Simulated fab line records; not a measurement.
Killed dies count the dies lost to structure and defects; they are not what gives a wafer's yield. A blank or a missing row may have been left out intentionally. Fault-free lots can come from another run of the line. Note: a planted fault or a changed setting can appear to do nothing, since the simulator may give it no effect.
Matching of chambers	flow n5_finfet	pecvd-04 running N5_GATE_CUT_PECVD_57: 3 sister chambers
The step deposits SiNx from SiH4/NH3/N2, target thk 21 nm. 6 wafers are shown with their chamber, then 8 later ones without.

## WAFERS PAIRED WITH THEIR CHAMBERS
wafer	chamber	throttle_valve_pct (%)	showerhead_plenum_p_Torr (Torr)
L076.1	2	42.8	5.13
L085.4	2	42.5	5.14
L086.2	1	40.6	5.10
L086.4	0	39.6	5.10
L086.6	1	40.8	5.11
L089.2	0	39.9	5.10

## WAFERS WITH NO CHAMBER GIVEN
wafer	throttle_valve_pct (%)	showerhead_plenum_p_Torr (Torr)
L089.3	40.9	5.10
L089.5	39.8	5.11
L092.1	42.5	5.14
L092.2	40.0	5.11
L092.5	42.4	5.14
L093.4	42.5	5.12
L093.5	40.6	5.09
L093.6	40.0	5.09

## THE CHAMBER EACH PASSED THROUGH
wafer	from the rows above	in truth
L089.3	1	1
L089.5	0	0
L092.1	2	2
L092.2	can't be placed: 0 or 1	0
L092.5	2	2
L093.4	2	2
L093.5	1	1
L093.6	0	0
7 of 8 placed correctly. Unplaceable from these rows: 1, with the true chamber sitting among the candidates in 1. 0 placed wrongly.
How it was worked out, from the rows above alone: a wafer's distance from a chamber is the root of the sum, over the readings, of the square of ((its reading less the chamber's mean) divided by the reading's scatter). The wafer belongs to the nearest chamber; if the next one is less than 2 further off, it can't be placed. A chamber's mean is the mean of its shown wafers. The scatter: take each reading less its chamber's mean, square it, sum over the shown wafers, divide by the number of wafers less the number of chambers, and take the root.
